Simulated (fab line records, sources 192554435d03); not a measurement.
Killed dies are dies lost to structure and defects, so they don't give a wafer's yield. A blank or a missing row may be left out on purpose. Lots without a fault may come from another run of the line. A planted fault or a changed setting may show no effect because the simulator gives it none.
fab line records | flow n5_finfet
record lots=4 wafers=12 last_day=15
route steps=1938 shown BEOL_M11@1580 BEOL_M12@1602 PASSIVATION@1936
lots that met no fault: from a run of the same line without faults
start_h: hours from the record's first day to the start of the lot's first wafer shown | wait_h: hours since the lot's step before | " the same as in the row above | L1.1+2: a row that stands for several wafers | - no value, or no start given | * or withheld: withheld | < > ~ a bound
route shown NAME@n: a module of which the file shows steps, and the number in the route of the first | usual: mean/standard deviation of fault-free wafers | same: alike in all rows | chamber/n: place in a boat | sites: the reading at each site | _std_site: their standard deviation | _edge_site: outer sites' mean less inner sites' | radius_mm: how far each site lies from the wafer's centre | mask NAME#n: copy n | behind: the tool/chamber that last shaped the wafer | hold: why the lot was held/for how many hours/how that ended | device: the transistor (n, p or np) that didn't switch | end of line: the same wafers' tests at the end of the route | a step without rows: its recipe alone | killed: dies lost to structure and defects at the first sort, not the wafer's yield | map: a wafer's dies, x killed, . not, _ none there
set.NAME: the setting as run; set.NAME@STEP: as run at that earlier step | model.NAME: the simulator's own value behind a step, which no gauge read
lots at some steps of the route; a table a step, a row a wafer
## steps
# step N5_BEOL_M11_STRIP_77
# recipe chemistry=N2/H2 time_s=10 power_w=450 temp_c=40 pressure_mtorr=20 rf_frequency_hz=6e+07 bias_power_w=7 n2_flow_sccm=200 h2_flow_sccm=200
# step N5_BEOL_M11_HM_STRIP_39
# recipe chemistry=peroxide_tin_strip material=TiN target_depth_a=250 temp_c=50 time_s=158
# step N5_BEOL_M11_SRD_40
# recipe time_s=30 temp_c=23 rinse_liquid=diw dry=ipa_marangoni
# step N5_BEOL_M11_PRECLEAN_42
# recipe chemistry=residue_remover time_s=60 temp_c=40
# step N5_BEOL_M11_SRD_43
# recipe time_s=30 temp_c=23 rinse_liquid=diw dry=ipa_marangoni
# step N5_BEOL_M11_CURE_72
# recipe temp_c=370 time_s=120 ambient=DMADMS/He material=SiCOH_lowk
# step N5_BEOL_M11_DEGAS_44
# recipe ambient=vacuum temp_c=250 time_s=60
# step N5_BEOL_M11_PRE_CLEAN_45
# recipe gas=H2/He time_s=30 temp_c=250
# step N5_BEOL_M11_ALD_74
# recipe material=TaN target_thk_a=20 temp_c=275 ald_precursor_family=PDMAT ald_co_reactant=NH3 pressure_torr=3 carrier_flow_sccm=1500 pulse_time_s=2 purge_time_s=3 co_reactant_purge_time_s=2 co_reactant_pulse_time_s=3 ald_cycles=40 precursor_vessel_temp_c=75 precursor_vessel_pressure_torr=26.25 precursor_vessel_carrier_sccm=1000
# step N5_BEOL_M11_SURFACE_TREAT_76
# recipe gas=Ar time_s=* ion_energy_ev=* ion_current_ma_cm2=0.5 pressure_mtorr=* ar_flow_sccm=30
# step N5_BEOL_M11_CVD_75
# recipe material=Co target_thk_a=20 temp_c=withheld precursor=CCTBA/H2 pressure_torr=30 time_s=138.9
# columns lot.wafer tool chamber start_h wait_h
L767.1+3+6 cvd_co-01 0,2,1 234.45 0.1
L769.1+4+6 cvd_co-01 0,1,0 258.17 0.3
L771.1+4+6 cvd_co-01 0,0,2 260.36 0.1
L780.1+4+5 cvd_co-02 1,1,0 321.44 0.1
# step N5_BEOL_M11_SPUTTER_48
# recipe material=Cu target_thk_a=120 temp_c=-20 bias_v=60 power_w=26000 chamber_pressure_pa=0.13 time_s=2
# step N5_BEOL_M11_ECD_50
# recipe material=Cu target_thk_a=3180
# step N5_BEOL_M11_ANNEAL_51
# recipe temp_c=225 time_s=90 ambient=N2
# step N5_BEOL_M11_CMP_52
# recipe stop_on=SiCOH_lowk t_overpolish_s=7 down_force_psi=1 platen_rpm=50 clearing_platen_down_force_psi=1.5 clearing_platen_rpm=50 post_cmp_clean=cu_alkaline target_thk_nm=140 clearing_platen_pad_velocity_m_s=0.99484 pad_velocity_m_s=0.99484
# step N5_BEOL_M11_PRE_CLEAN_55
# recipe gas=NH3 time_s=15 temp_c=withheld rf_power_w=300
# step N5_BEOL_M11_DEP_56
# recipe material=SiCN target_thk_a=300 temp_c=withheld precursor=3MS/NH3 pressure_torr=3 rf_w=675 time_s=10.5
# step N5_BEOL_M12_ILD_DEP_00
# recipe material=SiOC target_thk_a=6589.2 temp_c=350 precursor=DEMS/O2 pressure_torr=5 rf_w=500 time_s=130.7
# step N5_BEOL_M12_COAT_58
# recipe resist=BARC temp_c=205 time_s=60 spin_rpm=1500 resist_thk_nm=89
# step N5_BEOL_M12_COAT_04
# recipe spin_rpm=1625 resist_thk_nm=400
# step N5_BEOL_M12_EBR_06
# recipe solvent=PGMEA ebr_width_mm=1.5
# step N5_BEOL_M12_SOFTBAKE_05
# recipe temp_c=130 time_s=60
# step N5_BEOL_M12_EXPOSE_07
# recipe mask_id=V11 na=0.93 source_shape=conventional sigma_outer=0.6 polarization=unpolarized attpsm_phase_deg=180 dose_mj=32.5
# step N5_BEOL_M12_PEB_08
# recipe peb_temp_c=130 peb_time_s=90
# step N5_BEOL_M12_DEVELOP_09
# recipe develop_time_s=45 rinse_liquid=diw dry=air_spin dev_temp_c=21
# step N5_BEOL_M12_HARDBAKE_14
# recipe temp_c=130 time_s=120
# step N5_BEOL_M12_DESCUM_15
# recipe chemistry=O2 time_s=7.9 source_power_w=50 bias_power_w=20 pressure_mtorr=20 rf_frequency_hz=2.712e+07 temp_c=40 o2_flow_sccm=225
# step N5_BEOL_M12_ETCH_59
# recipe chemistry=N2/H2 target=BARC target_depth_a=890 overetch_a=267 time_s=67.9 ion_energy_ev=200 pressure_mtorr=30 source_w=840 bias_w=150 n2_flow_sccm=200 h2_flow_sccm=200
# step N5_BEOL_M12_VIA_ETCH_16
# recipe chemistry=C4F8/O2/Ar target=SiOC pressure_mtorr=30 source_w=3000 bias_w=700 Ar_flow_sccm=400 C4F8_flow_sccm=15 O2_flow_sccm=8 he_inner_torr=15 he_outer_torr=30 target_depth_a=7248 time_s=withheld ion_energy_ev=250 ends=cleared
# step N5_BEOL_M12_STRIP_63
# recipe chemistry=N2/H2 power_w=1000 temp_c=250 h2_frac=0.65 overash_fraction=0.3 pressure_mtorr=1000 n2_flow_sccm=1750 h2_flow_sccm=3250
# step N5_BEOL_M12_STRIP_64
# recipe chemistry=N2/H2 power_w=1000 temp_c=250 h2_frac=0.65 overash_fraction=0.3 pressure_mtorr=withheld n2_flow_sccm=1750 h2_flow_sccm=3250
# step N5_BEOL_M12_STRIP_71
# recipe chemistry=post_etch_residue_remover time_s=60 temp_c=25 remover_ph=withheld remover_water_wt_pct=withheld remover_fluoride_wt_pct=withheld
# step N5_BEOL_M12_SRD_72
# recipe time_s=30 temp_c=23 rinse_liquid=diw dry=n2_spin spin_rpm=1500 dry_time_s=30
# step N5_PASSIVATION_PROBE_49
# usual defect_limited_yield=91.5/1.6 killed_at_M0_to_M3=33/10 killed_at_M4_up=13/5.6 killed_at_contacts=13/6 killed_at_front_end=39/12 killed_at_other=3.0/2.8 killed_dies=101/19 killed_on_rim=13/4 killed_open=65/13 killed_short=32/8.3 sort_bin_5_function=5.0/1 sort_bin_6_memory=3.1/0.69 sort_n_pass=1079/19 sort_yield_pct=91.5/1.6
# same gross_dies=1180 killed_at_back_side=0 sort_bin_4_leakage[%]=0 sort_bin_8_speed[%]=0
# columns lot.wafer tool chamber start_h wait_h defect_limited_yield[%] killed_at_M0_to_M3 killed_at_M4_up killed_at_contacts killed_at_front_end killed_at_other killed_dies killed_on_rim killed_open killed_short sort_bin_5_function[%] sort_bin_6_memory[%] sort_n_pass sort_yield_pct[%]
L769.1 prober-01 - 308.30 0.0 82.5 34 142 12 17 2 207 21 49 25 11.4 3.6 973 82.5
L769.6 prober-01 - 308.55 0.3 80.3 33 157 9 30 4 233 18 66 28 13.6 3.8 947 80.3
L771.1 prober-02 - 311.94 0.0 79.7 22 150 10 53 4 239 25 66 27 13.1 4.2 941 79.7
L771.4 prober-02 - 312.09 0.2 80.0 23 154 9 44 6 236 14 64 37 13.1 4.7 944 80.0
# killed by level:class
L769.1 BEOL_M11:unspecified=132 BEOL_M2:geometric_particle:open=11 MOL_CONTACT_COAG:geometric_particle:open=8 BEOL_M1:geometric_particle:open=7 BEOL_M3:geometric_particle:short=5 FIN_SAQP:geometric_particle:open=4 MOL_CONTACT_COAG:geometric_particle:short=4 BEOL_M3:geometric_particle:open=4
L769.6 BEOL_M11:unspecified=137 FIN_SAQP:geometric_particle:open=10 MOL_CONTACT_COAG:geometric_particle:open=9 BEOL_M2:geometric_particle:open=7 FIN_SAQP:geometric_particle:short=6 BEOL_M1:geometric_particle:open=6 BEOL_M0_SAQP:geometric_particle:open=6 BEOL_M4:geometric_particle:open=6
L771.1 BEOL_M11:unspecified=137 STI_FIN_REVEAL:geometric_particle:open=13 MOL_CONTACT_COAG:geometric_particle:open=10 FIN_SAQP:geometric_particle:short=9 BEOL_M0_SAQP:geometric_particle:open=7 HKMG_FIN:area_etch=7 BEOL_M2:geometric_particle:open=6 STI_FIN_REVEAL:geometric_particle:short=5
L771.4 BEOL_M11:unspecified=135 STI_FIN_REVEAL:geometric_particle:open=15 FIN_SAQP:geometric_particle:short=10 MOL_CONTACT_COAG:geometric_particle:open=7 BEOL_M0_SAQP:geometric_particle:short=7 BEOL_M0_SAQP:geometric_particle:open=6 BEOL_M8:geometric_particle:open=6 STI_FIN_REVEAL:geometric_particle:short=4
# map L769.6 (x killed, . not)
_________________.......x....________________
______________x.......x........._____________
___________x..............x.....x..__________
__________...........x.............._________
________....x...x...x.........x..x.x.x_______
_______......x...x........x............______
______.x................................_____
_____.....x...x.....x.....x........x....x____
____...x.........x.............x..........___
___.........x.......................x......__
___......x.........x..........xx...........__
__x........................................._
__...........................x.x............_
_.x.........x.x...x....................x.....
_.x.xx............x........x.x.x.............
_.........x.x....x............x.........x....
_...xx.......................................
_.........xxxxx.x..x...x....x............xx..
_.....x.x.xxxx...x...............x........x..
_......xxxxxxxxxx............................
_......xxxxxxxxxxxx.x.................x......
__..x.xxxxxxxxxxxxx.x.....x...x..x.........._
__..x.xxxxxxxxxxxxxx.....x........x........._
___..xxxxxxxxxxxxxxx.x.....x............x..__
___.xxxxxxxxxxxxxx.xx....x.......x.........__
____.x..xxxxxxxxxxxx................x.....___
_____.xxxxxxxxxxx.xx..x.x................____
______..xxxxxxxxxxxx..........x......x.._____
_______x.xxxxxx.xxx..........x.........______
________..x...x......................._______
__________....x....x.....x....x....._________
___________.x......................__________
______________..x..............._____________
_________________.x..........________________
# map L771.1 (x killed, . not)
_________________............________________
______________..............x..._____________
___________......x..............x..__________
__________x...............x..x......_________
________.............................._______
_______......x.x.....x.......x.......x.______
______..x.............x.....x..........._____
_____......xx....x.x....x..............x.____
____..x.............xx..........x..x......___
___.....x..................................__
___.....x........x..................x......__
__.x......................x................._
__...................x.....x.............x.._
_...........x...x..............x.............
_......x..............x........x.............
_xx...................x....................xx
_.x........x.x..................x..........x.
_x......x..x..x.x.............x..........x...
_.......x.xxxx.x...............xx...x.......x
_x.....x.xxxxxxxxxx............x.......x.....
_....xxxxxxxxxxxxxxx.x...........x...........
__...xxxxxxxxxxxxxxxx......x...xx..xx......._
__.....xxxxxxxxxxx.x.....x.....x...x......x._
___.x.xxxxxxxxxxxxxxx...x...x.x............__
___.xxxxxxxxxxxxxxxx.x.x.x.........x....x..__
____.xxxxxxxxxxxx.x.x.....................___
_____xxx.xxxxxxxxxx..................x...____
______.xxxxxxxx..x.x.............x......_____
_______xxxxxxx.xx...................x..______
________x..x.x.x..x.................x._______
__________x...............x..x......_________
___________..x.x...........x...x...__________
______________x...x............._____________
_________________............________________
## key
first_sign step=N5_PASSIVATION_PROBE_49 reading=killed_at_M4_up direction=up sigmas=25 usual=13 struck=151
effect step=N5_PASSIVATION_PROBE_49 reading=defect_limited_yield direction=down sigmas=6.7 usual=91.5 struck=80.6
more_kills_born_at N5_BEOL_M11_CVD_75@cvd_co-01=541
met_at N5_BEOL_M11_CVD_75
struck_wafers L769.1,L769.6,L771.1,L771.4
onset_between 234.45 258.17
fault kind=chamber_particle_source tool=cvd_co-01 chamber=0 onset_h=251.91 steps=N5_BEOL_M11_CVD_75 rate_per_visit_cm2=1.1415 end_h=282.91
